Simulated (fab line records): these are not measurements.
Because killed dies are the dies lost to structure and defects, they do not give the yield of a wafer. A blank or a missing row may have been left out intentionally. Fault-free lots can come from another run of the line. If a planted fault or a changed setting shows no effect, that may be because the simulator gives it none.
Struck lot and sound lot, side by side	flow nand_harc	15 out of 1302 route steps
Sound: wafers L195.1, L195.5, L195.6. Wafers struck: L206.1, L206.3, L206.4. The cause is named last.
Each step with rows lists, per side, the tool, then ch with its chambers, then its first start. Under that, the readings that differ: sound wafers	struck wafers	difference of the means	sigmas: that difference in standard deviations of wafers without a fault.
alike: readings with means less than 2 such deviations apart, plus words and numbers identical on both sides. not compared: withheld readings, readings lacking a value on some wafer, bounds such as >300 that could conceal the same value, and numbers that have no deviation in the record and whose values overlap.
A row with sigmas, a row that says differs or no value, or rows on one side alone: a step with any of these is where the two part. Non-overlapping numbers with no deviation appear without sigmas and do not part them. A reading missing from all wafers of one side parts the sides only when that side holds two or more wafers.

first, 4 steps without rows for these wafers: NHARC_A_ZERO_WELL_STRIP_14 (strips in SPM, time 900 s); NHARC_A_ZERO_WELL_IMPLANT_15; NHARC_A_ZERO_WELL_PRECLEAN_22 (cleans in SC1, time 60 s); NHARC_A_ZERO_WELL_SRD_23.
NHARC_A_ZERO_WELL_RTA_16: time 10 s.
  sound on rtp_anneal-02 ch 0, day 9 00:25; struck on rtp_anneal-01 ch 0, day 13 16:13
reading	sound	struck	difference	sigmas
lamp_power_pct (%)	27.4 27.3 27.3	28.2 28.2 28.2	+0.9	+2
lamp_zone_1_pct (%)	27.4 27.4 27.3	28.2 28.2 28.2	+0.8	+2
lamp_zone_4_pct (%)	27.3 27.4 27.4	28.2 28.1 28.2	+0.8	+2
  alike: wafer_temp_C_max
NHARC_A_ZERO_WELL_INSPECT_17:
  sound on defect_inspect-02, day 9 00:37; struck on defect_inspect-02, day 13 16:24
  alike: raw_defect_count
then, 3 steps without rows for these wafers: NHARC_A_SOURCE_PLATE_PRECLEAN_00 (cleans in HF-LAST, time 60 s); NHARC_A_SOURCE_PLATE_SRD_01; NHARC_A_SOURCE_PLATE_OXIDE_02 (material SiO2, target thk 10 nm, ox time 1362 s).
NHARC_A_SOURCE_PLATE_THK_MEAS_09: measures by ellipsometry.
  sound on film_metro-01, day 9 07:30; struck on film_metro-01, day 13 23:15
  alike: thk_nm
then, 1 step without rows for these wafers: NHARC_A_SOURCE_PLATE_PVD_04 (deposits WSi2, target thk 50 nm).
NHARC_A_SOURCE_PLATE_CVD_03: deposits poly-Si, target thk 200 nm, time 4000 s.
  sound on lpcvd_poly-01 ch 0, day 9 09:59; struck on lpcvd_poly-01 ch 0, day 13 23:32
reading	sound	struck	difference	sigmas
spike_tc_bottom_C (C)	642.0 640.4 641.0	628.6 629.2 630.2	-11.8	-5
spike_tc_centre_C (C)	619.8 618.9 620.3	607.4 607.6 607.2	-12.3	-10
spike_tc_lower_C (C)	620.1 621.2 620.9	609.9 608.2 608.0	-12.0	-12
spike_tc_top_C (C)	640.5 640.0 638.7	628.2 625.9 629.3	-11.9	-5
spike_tc_upper_C (C)	620.4 619.5 619.4	607.3 608.0 608.0	-12.0	-10
tube_center_temp_C (C)	619.97 619.93 620.08	607.74 607.73 607.74	-12.26	-99 or more
then, 1 step without rows for these wafers: NHARC_A_SOURCE_PLATE_ANNEAL_05 (time 1800 s).
NHARC_A_SOURCE_PLATE_THK_MEAS_06: measures by ellipsometry.
  sound on film_metro-02, day 10 00:29; struck on film_metro-01, day 14 11:20
reading	sound	struck	difference	sigmas
thk_nm (nm)	200.3 201.1 200.0	151.5 150.3 151.9	-49.2	-25
NHARC_END_SORT_01:
  the record has rows for the sound wafers here (prober-02 ch 0, day 26 20:37) and none for the struck ones

== WHERE THEY PART ==
First at NHARC_A_ZERO_WELL_RTA_16; last, within this record, at NHARC_END_SORT_01.

WHY: the cause the simulator had injected
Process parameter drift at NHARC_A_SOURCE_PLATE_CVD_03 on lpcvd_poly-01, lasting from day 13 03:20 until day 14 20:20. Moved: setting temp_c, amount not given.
